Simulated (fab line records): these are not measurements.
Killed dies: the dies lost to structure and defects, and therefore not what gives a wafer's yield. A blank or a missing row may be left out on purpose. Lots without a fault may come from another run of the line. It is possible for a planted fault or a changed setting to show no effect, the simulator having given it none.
fab line records	flow nand_harc
record lots=6	wafers=18	last_day=24
route steps=1159 shown A_CONTACT@898 END@1159
lots that met no fault: taken from a fault-free run of the same line
start_h: start of the lot's first displayed wafer, in hours after the record's first day	wait_h: hours from the lot's prior step to this one	" identical to the entry in the row above	L1.1+2: one row covering several wafers at once	- no value present, or no start provided	* or withheld: withheld	< > ~ a bound
route shown NAME@n: names a module that has steps shown in the file, with the first one's number in the route	usual: mean and standard deviation over wafers with no fault	same: alike in all rows	chamber/n: place in a boat	sites: each site's reading	_std_site: standard deviation of those values	_edge_site: outer sites' mean less inner sites'	radius_mm: for every site, how far away it sits from the centre of the wafer	mask NAME#n: copy n	behind: the tool/chamber that last shaped the wafer	hold: reason for holding the lot/hours on hold/outcome of the hold	device: the n, p or np transistor that did not switch	end of line: the same wafers' tests at the end of the route	a step with no rows: only its recipe	killed: at the first sort, the dies lost to defects and structure; wafer yield is something else	map: a wafer's dies, marking killed ones x, the rest . and places with no die _
set.NAME: the setting that was run; set.NAME@STEP: the one run at that earlier step	model.NAME: the simulator's own value behind a step, which no gauge read
lots at selected steps of the route; one table per step, one row per wafer
services: from which hour (start_h, from the record's first day; less than 0 if before it) a tool's chamber was out of use, for how many hours, and why
## steps
# step NHARC_A_CONTACT_INSPECT_71
# usual raw_defect_count=32/16
lot.wafer	tool	chamber	start_h	wait_h	raw_defect_count
L291.1	defect_inspect-02	-	367.15	0.0	24
L291.2	"	-	"	"	22
L291.3	"	-	"	"	32
L294.3	defect_inspect-02	-	382.17	0.0	36
L294.4	"	-	"	"	38
L294.5	"	-	"	"	30
L299.2	defect_inspect-01	-	433.00	0.0	43
L299.3	"	-	"	"	38
L299.6	"	-	"	"	51
L302.2	defect_inspect-01	-	438.47	0.0	30
L302.4	"	-	"	"	29
L302.5	"	-	"	"	36
L310.2	defect_inspect-01	-	483.60	0.0	59
L310.4	"	-	"	"	49
L310.5	"	-	"	"	51
L312.2	defect_inspect-01	-	501.58	0.0	36
L312.5	"	-	"	"	37
L312.6	"	-	"	"	51
# step NHARC_A_CONTACT_DESCUM_74
# recipe time_s=3	o2_flow_sccm=200	ar_flow_sccm=0	bias_power_w=0	chemistry=O2
# step NHARC_A_CONTACT_ETCH_75
# recipe target_depth_a=390	over_etch_frac=0.3	time_s=65	ion_energy_ev=80	cf4_flow_sccm=150	ar_flow_sccm=0	rf_w=300	bias_w=100	chemistry=CF4
# usual drypump_motor_current_A=5.8/0.39	oes_product_au=0.999/0.0072	rf_vpp_V=151.4/1.4	showerhead_plenum_p_Torr=1.78/0.087	throttle_valve_pct=13.282/0.0091
lot.wafer	tool	chamber	start_h	wait_h	drypump_motor_current_A	oes_product_au	rf_hours_counter_h	rf_vpp_V	showerhead_plenum_p_Torr	throttle_valve_pct
L291.2	rie_diel-03	3	367.32	0.1	6.4	0.995	55	153.5	1.85	13.285
L291.1	"	0	"	"	5.3	1.007	56	150.2	1.64	13.279
L291.3	"	1	"	"	6.4	0.998	54	148.6	1.66	13.274
L294.3	rie_diel-03	0	382.32	0.1	5.3	0.998	62	149.4	1.64	13.275
L294.4	"	1	"	"	6.4	0.998	60	149.9	1.66	13.282
L294.5	"	0	"	"	5.2	0.989	-	148.2	1.64	13.261
L299.2	rie_diel-04	3	433.16	0.1	6.1	0.996	53	152.5	1.84	13.266
L299.3	"	0	"	"	5.9	0.998	57	151.4	1.79	13.288
L299.6	"	1	"	"	6.2	1.006	-	153.4	1.89	13.290
L302.4	rie_diel-01	1	438.81	0.3	5.7	1.002	23	152.1	1.82	13.287
L302.2	"	2	"	"	5.5	0.996	23	149.6	1.67	13.298
L302.5	"	2	"	"	5.6	1.000	-	149.9	1.67	13.288
L310.4	rie_diel-01	0	483.75	0.1	5.3	1.003	33	150.5	1.80	13.288
L310.2	"	1	"	"	5.7	0.989	32	152.5	1.82	13.293
L310.5	"	0	"	"	5.3	0.994	-	151.9	1.80	13.282
L312.2	rie_diel-01	2	501.73	0.1	5.5	0.995	0	152.0	1.66	13.276
L312.5	"	2	"	"	5.5	0.998	-	150.7	1.66	13.286
L312.6	"	3	"	"	5.6	0.997	-	151.6	1.84	13.272
# step NHARC_A_CONTACT_ETCH_76
# recipe target_depth_a=2600	over_etch_frac=0.3	time_s=475.3	ion_energy_ev=200	n2_flow_sccm=150	h2_flow_sccm=150	ar_flow_sccm=0	rf_w=400	bias_w=150	chemistry=N2/H2
# step NHARC_A_CONTACT_ETCH_77
# recipe target_depth_a=726	time_s=36.3	cf4_flow_sccm=100	chf3_flow_sccm=30	ar_flow_sccm=0	rf_w=500	bias_w=200	chemistry=CF4/CHF3
# step NHARC_A_CONTACT_ETCH_78
# recipe target_depth_a=28000	over_etch_frac=0.3	time_s=728	ion_energy_ev=150	o2_flow_sccm=400	cos_flow_sccm=20	ar_flow_sccm=0	rf_w=500	bias_w=300	chemistry=O2/COS
# step NHARC_A_CONTACT_ETCH_124
# recipe source_w=withheld	pressure_mtorr=20	bias_v=withheld	time_s=140	target_depth_a=7000	ar_flow_sccm=withheld	c4f8_flow_sccm=withheld	o2_flow_sccm=withheld	chemistry=C4F8/O2/Ar
# step NHARC_A_CONTACT_ETCH_125
# recipe source_w=withheld	pressure_mtorr=20	bias_v=1200	time_s=155	target_depth_a=9560	ar_flow_sccm=withheld	c4f8_flow_sccm=withheld	o2_flow_sccm=withheld	chemistry=C4F8/O2/Ar
# step NHARC_A_CONTACT_ETCH_126
# recipe source_w=withheld	pressure_mtorr=20	bias_v=1200	time_s=155	target_depth_a=9560	ar_flow_sccm=withheld	c4f8_flow_sccm=withheld	o2_flow_sccm=withheld	chemistry=C4F8/O2/Ar
# step NHARC_A_CONTACT_ETCH_127
# recipe source_w=withheld	pressure_mtorr=20	bias_v=1200	time_s=155	target_depth_a=9560	ar_flow_sccm=withheld	c4f8_flow_sccm=withheld	o2_flow_sccm=withheld	chemistry=C4F8/O2/Ar
# step NHARC_A_CONTACT_ETCH_128
# recipe source_w=withheld	pressure_mtorr=20	bias_v=1200	time_s=155	target_depth_a=9560	ar_flow_sccm=withheld	c4f8_flow_sccm=withheld	o2_flow_sccm=withheld	chemistry=C4F8/O2/Ar
lot.wafer	tool	chamber	start_h	wait_h	rf_hours_counter_h
L291.1	har_cap_etch-01	0	368.99	0.1	57
L291.2	"	1	"	"	57
L291.3	"	0	"	"	-
L294.3	har_cap_etch-03	0	384.03	0.1	-
L294.4	"	1	"	"	-
L294.5	"	1	"	"	-
L299.2	har_cap_etch-03	0	434.83	0.1	91
L299.3	"	0	"	"	-
L299.6	"	0	"	"	-
L302.2	har_cap_etch-03	0	440.72	0.2	92
L302.4	"	0	"	"	-
L302.5	"	0	"	"	-
L310.2	har_cap_etch-01	1	485.44	0.1	77
L310.4	"	0	"	"	-
L310.5	"	0	"	"	-
L312.2	har_cap_etch-01	1	503.48	0.1	80
L312.6	"	1	"	"	-
L312.5	"	0	"	"	-
# step NHARC_A_CONTACT_ETCH_129
# recipe source_w=withheld	pressure_mtorr=20	bias_v=1200	time_s=155	target_depth_a=9560	ar_flow_sccm=withheld	c4f8_flow_sccm=withheld	o2_flow_sccm=withheld	chemistry=C4F8/O2/Ar
# step NHARC_A_CONTACT_ETCH_130
# recipe source_w=withheld	pressure_mtorr=20	bias_v=1200	time_s=155	target_depth_a=9560	ar_flow_sccm=withheld	c4f8_flow_sccm=withheld	o2_flow_sccm=withheld	chemistry=C4F8/O2/Ar
lot.wafer	tool	chamber	start_h	wait_h	rf_hours_counter_h
L291.1	har_cap_etch-01	0	369.27	0.1	57
L291.2	"	1	"	"	57
L291.3	"	0	"	"	-
L294.3	har_cap_etch-03	0	384.31	0.1	-
L294.4	"	1	"	"	-
L294.5	"	1	"	"	-
L299.2	har_cap_etch-03	0	435.12	0.1	91
L299.3	"	0	"	"	-
L299.6	"	0	"	"	-
L302.2	har_cap_etch-03	0	441.10	0.2	93
L302.4	"	0	"	"	-
L302.5	"	0	"	"	-
L310.2	har_cap_etch-01	1	485.72	0.1	77
L310.4	"	0	"	"	-
L310.5	"	0	"	"	-
L312.2	har_cap_etch-01	1	503.76	0.1	80
L312.6	"	1	"	"	-
L312.5	"	0	"	"	-
# step NHARC_A_CONTACT_ETCH_131
# recipe source_w=withheld	pressure_mtorr=20	bias_v=1200	time_s=155	target_depth_a=9560	ar_flow_sccm=withheld	c4f8_flow_sccm=withheld	o2_flow_sccm=withheld	chemistry=C4F8/O2/Ar
# step NHARC_A_CONTACT_ETCH_132
# recipe source_w=withheld	pressure_mtorr=20	bias_v=1200	time_s=156	target_depth_a=9580	ar_flow_sccm=withheld	c4f8_flow_sccm=withheld	o2_flow_sccm=withheld	chemistry=C4F8/O2/Ar
# step NHARC_A_CONTACT_ETCH_133
# recipe source_w=withheld	pressure_mtorr=20	bias_v=400	time_s=195	target_depth_a=8400	ar_flow_sccm=withheld	c4f8_flow_sccm=11.5	o2_flow_sccm=7.2	chemistry=C4F8/O2/Ar
# step NHARC_A_CONTACT_ETCH_91
# recipe target_depth_a=400	over_etch_frac=0.5	time_s=85.7	ion_energy_ev=120	ch3f_flow_sccm=50	o2_flow_sccm=30	ar_flow_sccm=200	rf_w=500	bias_w=100	chemistry=CH3F/O2
# usual drypump_motor_current_A=5.8/0.44	oes_product_au=0.95/0.035	rf_vpp_V=244.6/1.9	showerhead_plenum_p_Torr=2.49/0.12	throttle_valve_pct=20.663/0.0094
lot.wafer	tool	chamber	start_h	wait_h	drypump_motor_current_A	oes_product_au	rf_hours_counter_h	rf_vpp_V	showerhead_plenum_p_Torr	throttle_valve_pct
L291.3	rie_diel-01	0	370.26	0.4	5.3	1.00	8	245.2	2.52	20.663
L291.2	"	1	"	"	5.7	0.99	10	246.0	2.54	20.658
L291.1	"	2	"	"	5.6	1.00	9	241.2	2.32	20.663
L294.3	rie_diel-04	1	385.26	0.4	6.2	0.93	39	247.2	2.64	20.665
L294.4	"	2	"	"	5.6	0.92	34	241.7	2.28	20.663
L294.5	"	1	"	"	6.2	0.92	-	246.7	2.64	20.648
L299.2	rie_diel-01	0	436.08	0.5	5.3	0.92	23	243.7	2.51	20.651
L299.3	"	3	"	"	5.6	0.92	22	245.0	2.56	20.655
L299.6	"	0	"	"	5.3	0.91	-	245.2	2.51	20.653
L302.2	rie_diel-01	1	442.32	0.6	5.7	0.91	24	245.2	2.54	20.647
L302.4	"	0	"	"	5.3	0.93	-	245.9	2.51	20.667
L302.5	"	2	"	"	5.6	0.92	-	241.8	2.31	20.662
L310.2	rie_diel-04	3	486.69	0.5	6.1	0.99	3	245.8	2.55	20.670
L310.4	"	1	"	"	6.2	1.00	4	246.4	2.63	20.662
L310.5	"	3	"	"	6.0	0.99	-	244.8	2.55	20.644
L312.2	rie_diel-04	2	504.89	0.6	5.6	0.93	11	246.2	2.66	20.651
L312.5	"	1	"	"	6.1	0.94	-	247.4	2.63	20.672
L312.6	"	2	"	"	5.6	0.93	-	247.1	2.66	20.675
# step NHARC_A_CONTACT_ETCH_97
# recipe target_depth_a=200	over_etch_frac=0.5	time_s=10	ion_energy_ev=250	c4f6_flow_sccm=25	o2_flow_sccm=20	ar_flow_sccm=500	rf_w=600	bias_w=500	chemistry=C4F6/O2
# usual c4f6_flow_sccm=25.00/0.078	drypump_motor_current_A=5.9/0.45	oes_product_au=0.966/0.026	rf_vpp_V=548/3.8	showerhead_plenum_p_Torr=3.96/0.18	throttle_valve_pct=26.904/0.0096
lot.wafer	tool	chamber	start_h	wait_h	c4f6_flow_sccm	drypump_motor_current_A	oes_product_au	rf_hours_counter_h	rf_vpp_V	showerhead_plenum_p_Torr	throttle_valve_pct
L291.2	rie_diel-01	2	-	-	24.95	5.5	0.999	9	543	3.71	26.899
L291.1	"	3	"	"	25.12	5.6	0.998	9	551	4.08	26.901
L291.3	"	0	"	"	25.04	5.3	0.993	8	549	4.01	26.903
L294.4	rie_diel-04	1	-	-	25.06	6.2	0.957	39	553	4.20	26.912
L294.3	"	0	"	"	24.94	6.0	0.968	36	547	3.98	26.908
L294.5	"	2	"	"	25.13	5.7	0.965	-	541	3.65	26.916
L299.3	rie_diel-01	2	-	-	24.98	5.6	0.931	22	543	3.70	26.894
L299.2	"	0	"	"	24.99	5.3	0.953	23	549	4.00	26.902
L299.6	"	1	"	"	24.92	5.8	0.948	-	551	4.04	26.914
L302.2	rie_diel-01	2	442.46	0.1	24.96	5.6	0.938	24	542	3.70	26.896
L302.5	"	0	"	"	25.05	5.3	0.943	-	549	4.00	26.905
L302.4	"	1	"	"	25.11	5.7	0.952	-	551	4.04	26.930
L310.4	rie_diel-04	2	-	-	25.11	5.6	1.002	3	553	4.22	26.909
L310.2	"	3	"	"	25.11	6.1	0.994	3	549	4.07	26.895
L310.5	"	1	"	"	24.95	6.2	1.002	-	554	4.18	26.911
L312.2	rie_diel-04	1	-	-	24.86	6.2	0.990	10	553	4.18	26.891
L312.5	"	0	"	"	25.04	6.0	0.968	-	546	3.96	26.920
L312.6	"	1	"	"	24.90	6.1	0.982	-	551	4.18	26.911
# step NHARC_A_CONTACT_CD_MEAS_80
# usual cd_nm=189.6/0.72
lot.wafer	tool	chamber	start_h	wait_h	cd_nm
L291.1	cd_sem-01	-	370.48	-	189.1
L291.2	"	-	"	"	189.6
L291.3	"	-	"	"	189.0
L294.3	cd_sem-01	-	385.50	-	189.9
L294.4	"	-	"	"	189.7
L294.5	"	-	"	"	189.9
L299.2	cd_sem-01	-	436.31	-	189.9
L299.3	"	-	"	"	189.3
L299.6	"	-	"	"	190.0
L302.2	cd_sem-02	-	442.55	-	191.2
L302.4	"	-	"	"	190.9
L302.5	"	-	"	"	191.0
L310.2	cd_sem-03	-	486.92	-	190.5
L310.4	"	-	"	"	190.9
L310.5	"	-	"	"	190.5
L312.2	cd_sem-03	-	505.10	-	189.7
L312.5	"	-	"	"	189.7
L312.6	"	-	"	"	189.4
# step NHARC_A_CONTACT_STRIP_103
# recipe n2_flow_sccm=150	h2_flow_sccm=150	ar_flow_sccm=0	bias_w=0	chemistry=N2/H2
# step NHARC_A_CONTACT_STRIP_104
# recipe cf4_flow_sccm=100	chf3_flow_sccm=30	ar_flow_sccm=0	bias_w=0	chemistry=CF4/CHF3
# step NHARC_A_CONTACT_STRIP_105
# recipe o2_flow_sccm=400	cos_flow_sccm=20	ar_flow_sccm=0	bias_w=0	chemistry=O2/COS
# step NHARC_A_CONTACT_ETCH_106
# recipe target_depth_a=600	overetch_a=60	time_s=33	ion_energy_ev=100	cf4_flow_sccm=80	o2_flow_sccm=20	ar_flow_sccm=0	rf_w=300	bias_w=100	chemistry=CF4/O2
# step NHARC_A_CONTACT_STRIP_82
# recipe o2_flow_sccm=500	ar_flow_sccm=0	bias_w=0	chemistry=O2
# step NHARC_A_CONTACT_STRIP_83
# recipe time_s=600	temp_c=30	chemistry=post_etch_residue_remover
# step NHARC_A_CONTACT_DEP_84
# recipe target_thk_a=20000	temp_c=400	material=aC
# step NHARC_A_CONTACT_DEP_85
# recipe target_thk_a=500	target_thk_nm=50	temp_c=400	pressure_torr=3.5	flow_sccm=200	rf_w=350	material=SiON
# step NHARC_A_CONTACT_DEHYDRATE_00
# recipe temp_c=150	time_s=120
# step NHARC_A_CONTACT_HMDS_01
# recipe time_s=30
# step NHARC_A_CONTACT_COAT_86
# recipe temp_c=260	time_s=75
# step NHARC_A_CONTACT_COAT_87
# recipe temp_c=225	time_s=65
# step NHARC_A_CONTACT_COAT_02
# recipe spin_rpm=1500	resist_thk_nm=90
# step NHARC_A_CONTACT_SOFTBAKE_03
# recipe temp_c=105	time_s=55
# step NHARC_A_CONTACT_EBR_04
# step NHARC_A_CONTACT_EXPOSE_05
# recipe na=1.35	sigma_outer=0.8	dose_mj=84.24	mask_id=A_CC
# step NHARC_A_CONTACT_PEB_06
# recipe peb_temp_c=100	peb_time_s=65
# step NHARC_A_CONTACT_DEVELOP_07
# recipe develop_time_s=35	dev_temp_c=23
# step NHARC_A_CONTACT_CD_MEAS_08
# recipe target_cd_nm=100	landing_energy_ev=500
# usual cd_nm=100.0/0.33
lot.wafer	tool	chamber	start_h	wait_h	cd_nm
L291.1	cd_sem-03	0	377.10	-	100.7
L291.2	"	0	"	"	100.4
L291.3	"	0	"	"	100.1
L294.3	cd_sem-02	0	389.38	-	100.0
L294.4	"	0	"	"	99.9
L294.5	"	0	"	"	100.8
L299.2	cd_sem-03	0	439.56	-	99.5
L299.3	"	0	"	"	100.1
L299.6	"	0	"	"	99.9
L302.2	cd_sem-01	0	445.55	-	100.3
L302.4	"	0	"	"	99.4
L302.5	"	0	"	"	100.1
L310.2	cd_sem-02	0	491.77	-	99.6
L310.4	"	0	"	"	99.5
L310.5	"	0	"	"	100.1
L312.2	cd_sem-01	0	507.99	-	99.7
L312.5	"	0	"	"	100.3
L312.6	"	0	"	"	100.1
# step NHARC_A_CONTACT_OVL_MEAS_09
# usual overlay_x_nm=0.2/0.76	overlay_y_nm=0.3/0.94
lot.wafer	tool	chamber	start_h	wait_h	overlay_x_nm	overlay_y_nm
L291.1	overlay-01	-	377.19	-	-1.0	1.6
L291.2	"	-	"	"	-0.5	1.5
L291.3	"	-	"	"	-1.0	1.1
L294.3	overlay-01	-	389.46	-	0.8	0.8
L294.4	"	-	"	"	1.0	1.2
L294.5	"	-	"	"	1.1	0.5
L299.2	overlay-02	-	439.65	-	0.4	-0.5
L299.3	"	-	"	"	-0.2	-1.3
L299.6	"	-	"	"	-0.6	-1.3
L302.2	overlay-02	-	445.65	-	-0.2	-0.2
L302.4	"	-	"	"	-0.5	-0.2
L302.5	"	-	"	"	-0.9	-0.4
L310.2	overlay-01	-	491.86	-	0.4	-1.7
L310.4	"	-	"	"	0.3	-2.0
L310.5	"	-	"	"	0.0	-1.9
L312.2	overlay-01	-	508.07	-	0.8	0.9
L312.5	"	-	"	"	0.8	0.2
L312.6	"	-	"	"	1.0	0.8
# step NHARC_A_CONTACT_DESCUM_13
# recipe time_s=3	o2_flow_sccm=200	ar_flow_sccm=0	bias_power_w=0	chemistry=O2
# usual drypump_motor_current_A=5.8/0.4	oes_product_au=0.998/0.0089	rf_vpp_V=57.9/0.87	showerhead_plenum_p_Torr=1.94/0.092	throttle_valve_pct=11.313/0.0081
lot.wafer	tool	chamber	start_h	wait_h	drypump_motor_current_A	oes_product_au	rf_hours_counter_h	rf_vpp_V	showerhead_plenum_p_Torr	throttle_valve_pct
L291.2	rie_diel-04	3	377.29	0.1	6.1	0.996	31	58.6	2.00	11.312
L291.3	"	0	"	"	6.0	1.009	33	56.8	1.95	11.323
L291.1	"	1	"	"	6.1	1.009	35	57.9	2.06	11.328
L294.4	rie_diel-04	3	389.58	0.1	6.0	0.972	35	59.4	2.00	11.313
L294.3	"	0	"	"	5.9	1.009	38	57.2	1.94	11.319
L294.5	"	1	"	"	6.2	1.001	-	59.8	2.06	11.311
L299.3	rie_diel-01	0	439.78	0.1	5.3	0.992	24	58.3	1.95	11.306
L299.2	"	1	"	"	5.7	1.000	23	58.1	1.98	11.308
L299.6	"	2	"	"	5.5	0.991	-	57.4	1.79	11.331
L302.4	rie_diel-04	3	445.74	0.1	6.0	0.992	59	57.9	1.99	11.319
L302.2	"	2	"	"	5.6	1.008	48	57.1	1.76	11.331
L302.5	"	0	"	"	5.9	1.007	-	57.8	1.94	11.305
L310.2	rie_diel-03	0	491.96	0.1	5.3	1.012	30	58.9	2.07	11.311
L310.4	"	1	"	"	6.4	1.004	36	56.7	1.77	11.304
L310.5	"	3	"	"	6.4	1.009	-	58.9	1.99	11.311
L312.2	rie_diel-03	1	508.19	0.1	6.4	1.011	44	57.5	1.77	11.310
L312.6	"	3	"	"	6.4	1.019	-	58.0	1.99	11.317
L312.5	"	0	"	"	5.2	1.006	-	57.5	2.06	11.311
# step NHARC_A_CONTACT_ETCH_88
# recipe target_depth_a=390	over_etch_frac=0.3	time_s=65	ion_energy_ev=80	cf4_flow_sccm=150	ar_flow_sccm=0	rf_w=300	bias_w=100	chemistry=CF4
# step NHARC_END_SORT_01
# recipe temp_c=25
# usual killed_at_array=27/11	killed_at_other=0.8/1.1	killed_at_periphery=2.8/1.9	killed_dies=30/11	killed_open=3.3/1.8	killed_short=2.3/1.5
# same gross_dies=677
lot.wafer	tool	chamber	start_h	wait_h	killed_at_array	killed_at_other	killed_at_periphery	killed_dies	killed_open	killed_short
L294.3	prober-02	0	446.99	3.1	25	0	2	27	3	1
L294.4	prober-02	0	447.78	3.4	32	0	1	33	1	1
L294.5	prober-02	0	448.57	3.7	28	0	4	32	1	1
L299.2	prober-02	0	490.57	2.8	110	2	2	114	0	2
L299.3	prober-02	0	491.38	3.1	105	1	3	109	6	2
L299.6	prober-02	0	493.79	4.0	120	1	2	123	4	3
L302.2	prober-01	0	504.25	2.8	100	3	4	107	3	2
L302.4	prober-01	0	505.85	3.4	100	0	1	101	0	2
L302.5	prober-01	0	506.64	3.7	99	1	1	101	5	2
L310.2	prober-02	0	556.47	2.8	41	1	6	48	5	3
L310.4	prober-02	0	558.08	3.4	46	0	4	50	2	2
L310.5	prober-02	0	558.89	3.7	30	0	4	34	3	1
L312.2	prober-02	0	564.26	2.8	23	0	1	24	2	1
L312.5	prober-02	0	566.67	3.7	35	2	1	38	4	0
L312.6	prober-02	0	567.47	4.0	24	0	2	26	2	3
# killed by level:class
L294.3 A_SLIT:chamber_film_flake=12 A_CHANNEL_HOLE_D1:chamber_film_flake=4 A_WL_FILL:chamber_film_flake=3 A_CONTACT:chamber_film_flake=3 P_M0:geometric_particle:open=1 P_M2:geometric_particle:short=1 A_ONON_D1:geometric_particle:open=1 A_CONTACT:geometric_particle:open=1
L294.4 A_CHANNEL_HOLE_D1:chamber_film_flake=18 A_CONTACT:chamber_film_flake=7 A_SLIT:chamber_film_flake=3 A_WL_FILL:geometric_particle:short=1 A_M1:geometric_particle:open=1 P_GATE:chamber_film_flake=1 A_STAIRCASE:chamber_film_flake=1 A_WL_FILL:chamber_film_flake=1
L294.5 A_SLIT:chamber_film_flake=10 A_CHANNEL_HOLE_D1:chamber_film_flake=7 A_WL_FILL:chamber_film_flake=4 A_CONTACT:chamber_film_flake=4 P_GATE:chamber_film_flake=2 A_STAIRCASE:chamber_film_flake=2 P_M2:geometric_particle:open=1 A_CHANNEL_FILL_D1:geometric_particle:short=1
L299.2 A_CONTACT:unspecified=84 A_CHANNEL_HOLE_D1:chamber_film_flake=11 A_SLIT:chamber_film_flake=7 A_STAIRCASE:chamber_film_flake=3 A_CONTACT:chamber_film_flake=2 A_ONON_D1:geometric_particle:short=1 A_CONTACT:geometric_particle:short=1 P_STI:chamber_film_flake=1
L299.3 A_CONTACT:unspecified=85 A_CHANNEL_HOLE_D1:chamber_film_flake=9 A_SLIT:chamber_film_flake=4 A_CONTACT:geometric_particle:open=3 P_M0:geometric_particle:short=1 P_M0:geometric_particle:open=1 A_WL_FILL:geometric_particle:short=1 A_BLC:geometric_particle:open=1
L299.6 A_CONTACT:unspecified=86 A_CHANNEL_HOLE_D1:chamber_film_flake=11 A_SLIT:chamber_film_flake=8 A_STAIRCASE:chamber_film_flake=4 A_CONTACT:chamber_film_flake=3 A_WL_FILL:geometric_particle:short=2 P_STI:chamber_film_flake=2 A_SOURCE_PLATE:geometric_particle:open=1
L302.2 A_CONTACT:unspecified=81 A_CHANNEL_HOLE_D1:chamber_film_flake=10 A_STAIRCASE:chamber_film_flake=6 THIN_TSV:chamber_film_flake=2 P_STI:geometric_particle:short=1 P_CONTACT:geometric_particle:open=1 P_M0:geometric_particle:open=1 A_STAIRCASE:geometric_particle:open=1
L302.4 A_CONTACT:unspecified=81 A_CHANNEL_HOLE_D1:chamber_film_flake=16 P_STI:geometric_particle:short=1 A_WL_FILL:geometric_particle:short=1 A_STAIRCASE:chamber_film_flake=1 A_CONTACT:chamber_film_flake=1
L302.5 A_CONTACT:unspecified=74 A_CHANNEL_HOLE_D1:chamber_film_flake=12 A_WL_FILL:chamber_film_flake=4 A_WL_FILL:geometric_particle:short=2 A_STAIRCASE:chamber_film_flake=2 P_CONTACT:geometric_particle:open=1 A_ONON_D1:geometric_particle:open=1 A_SGD_CUT:geometric_particle:open=1
L310.2 A_CHANNEL_HOLE_D1:chamber_film_flake=21 A_SLIT:chamber_film_flake=5 A_CHANNEL_FILL_D1:chamber_film_flake=4 A_STAIRCASE:chamber_film_flake=4 P_GATE:chamber_film_flake=2 P_ZERO_WELL:geometric_particle:open=1 P_GATE:geometric_particle:open=1 P_M1:geometric_particle:open=1
L310.4 A_CHANNEL_HOLE_D1:chamber_film_flake=22 A_SLIT:chamber_film_flake=11 A_STAIRCASE:chamber_film_flake=6 A_CONTACT:chamber_film_flake=4 P_CONTACT:geometric_particle:open=1 P_M1:geometric_particle:open=1 A_CHANNEL_HOLE_D1:geometric_particle:short=1 A_SLIT:geometric_particle:short=1
L310.5 A_CHANNEL_HOLE_D1:chamber_film_flake=11 A_SLIT:chamber_film_flake=10 P_ZERO_WELL:chamber_film_flake=3 A_STAIRCASE:chamber_film_flake=3 A_CHANNEL_FILL_D1:chamber_film_flake=2 P_M0:geometric_particle:open=1 A_ONON_D1:geometric_particle:open=1 A_SLIT:geometric_particle:short=1
L312.2 A_CHANNEL_HOLE_D1:chamber_film_flake=6 A_SLIT:chamber_film_flake=6 A_STAIRCASE:chamber_film_flake=3 A_CONTACT:chamber_film_flake=3 A_ZERO_WELL:chamber_film_flake=2 P_M0:geometric_particle:open=1 A_CHANNEL_FILL_D1:geometric_particle:open=1 A_M0:geometric_particle:short=1
L312.5 A_SLIT:chamber_film_flake=16 A_CHANNEL_HOLE_D1:chamber_film_flake=6 A_CONTACT:chamber_film_flake=5 A_STAIRCASE:chamber_film_flake=3 A_CHANNEL_FILL_D1:geometric_particle:open=2 P_CONTACT:geometric_particle:open=1 THIN_TSV:geometric_particle:open=1 A_ZERO_WELL:chamber_film_flake=1
L312.6 A_SLIT:chamber_film_flake=8 A_CONTACT:chamber_film_flake=5 A_STAIRCASE:chamber_film_flake=4 A_CHANNEL_HOLE_D1:chamber_film_flake=2 P_CONTACT:geometric_particle:open=1 A_SOURCE_PLATE:geometric_particle:short=1 A_CHANNEL_FILL_D1:geometric_particle:open=1 A_WL_FILL:geometric_particle:short=1
# map L299.6 (x killed, . not)
____________x____________
_________x.xxx.._________
_______...xx...x.._______
______....x........______
_____....x.x........_____
____.........x.......____
____.................____
___.......xx..........___
___...................___
__xxx.......x..........__
__xx.xx................__
_xxxxx.................._
_xxxxx.x................_
_xxxxxx................._
_xxxxxxx.x.............._
_xxxxxx................._
xxxxxxxx..............x..
xxxxxxxxx................
xxxxxxxx.................
xxxxxxx..................
xxxxxxxx..........x....x.
_xxxx..................x_
_xxx.x...........x......_
_x.x...............x...._
_......................._
_.................x....._
__.x...................__
__.....................__
___...................___
___x.x.........x......___
____.................____
____xx..........x....____
_____x.x..........x._____
______x............______
_______x.....x...._______
_________......._________
____________.____________
# map L302.2 (x killed, . not)
____________.____________
_________....xx._________
_______......xx..._______
______.......x.....______
_____......x........_____
____.................____
____.................____
___.......x...........___
___...................___
__.x...............x...__
__xxxx.................__
_xxxxx.................._
_xxxxx.........x........_
_xxxxxx................._
_xxxxxxx................_
_xxxxxxx........x......._
xxxxxxxx.................
xxxxxxxxx..........x.....
xxxxxxx...........x......
xxxxxxx..................
xxxxxxxx.................
_xxxxxx................._
_x.xx..................._
_x.x..x................._
_.xx.x.................._
_...x..................._
__...x.................__
__.....................__
___................x..___
___...................___
____.................____
____.....x...........____
_____....x.........._____
______...........x.______
_______..........._______
_________......._________
____________.____________
## services
tool	chamber	start_h	hours	kind
rie_diel-04	0	347.38	-	clean
rie_diel-04	1	347.38	-	clean
rie_diel-04	2	347.38	-	clean
rie_diel-04	3	347.38	-	clean
rie_diel-01	0	348.33	-	clean
rie_diel-01	1	348.33	-	clean
rie_diel-01	2	348.33	-	clean
rie_diel-01	3	348.33	-	clean
rie_diel-04	0	372.02	-	clean
rie_diel-04	1	372.02	-	clean
rie_diel-04	2	372.02	-	clean
rie_diel-04	3	372.02	-	clean
rie_diel-01	0	372.83	-	clean
rie_diel-01	1	372.83	-	clean
rie_diel-01	2	372.83	-	clean
rie_diel-01	3	372.83	-	clean
rie_diel-03	-	392.45	9.0	pm
har_cap_etch-01	-	436.51	0.9	repair
rie_diel-01	3	442.07	24.2	repair
rie_diel-03	0	444.31	9.1	repair
rie_diel-04	3	455.70	2.4	repair
rie_diel-04	-	466.30	9.0	pm
rie_diel-03	2	466.36	3.2	repair
rie_diel-01	-	491.83	9.0	pm
## key
first_sign step=NHARC_END_SORT_01	reading=killed_at_array	direction=up	sigmas=7.3	usual=27	struck=106
effect step=NHARC_END_SORT_01	reading=killed_dies	direction=up	sigmas=7.2	usual=30	struck=109
more_kills_born_at NHARC_A_CONTACT_ETCH_130@har_cap_etch-03=479
met_at NHARC_A_CONTACT_ETCH_130
struck_wafers L299.2,L299.3,L299.6,L302.2,L302.4,L302.5
tester_left_out L299,L302
onset_between 384.31 435.12
also_fits NHARC_A_CONTACT_ETCH_128:har_cap_etch-03,NHARC_A_CONTACT_ETCH_91:rie_diel-01,NHARC_A_CONTACT_ETCH_97:rie_diel-01
fault kind=chamber_particle_source	tool=har_cap_etch-03	chamber=0	onset_h=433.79	steps=NHARC_A_CONTACT_ETCH_130	rate_per_visit_cm2=2.1302	end_h=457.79
# tester_left_out: of these lots the tester's yield and bins aren't shown, on N5 and GAA mostly nor the transistor test; their killed dies are dies lost to structure and defects alone, not to doping, threshold or leakage, so they don't give the yield
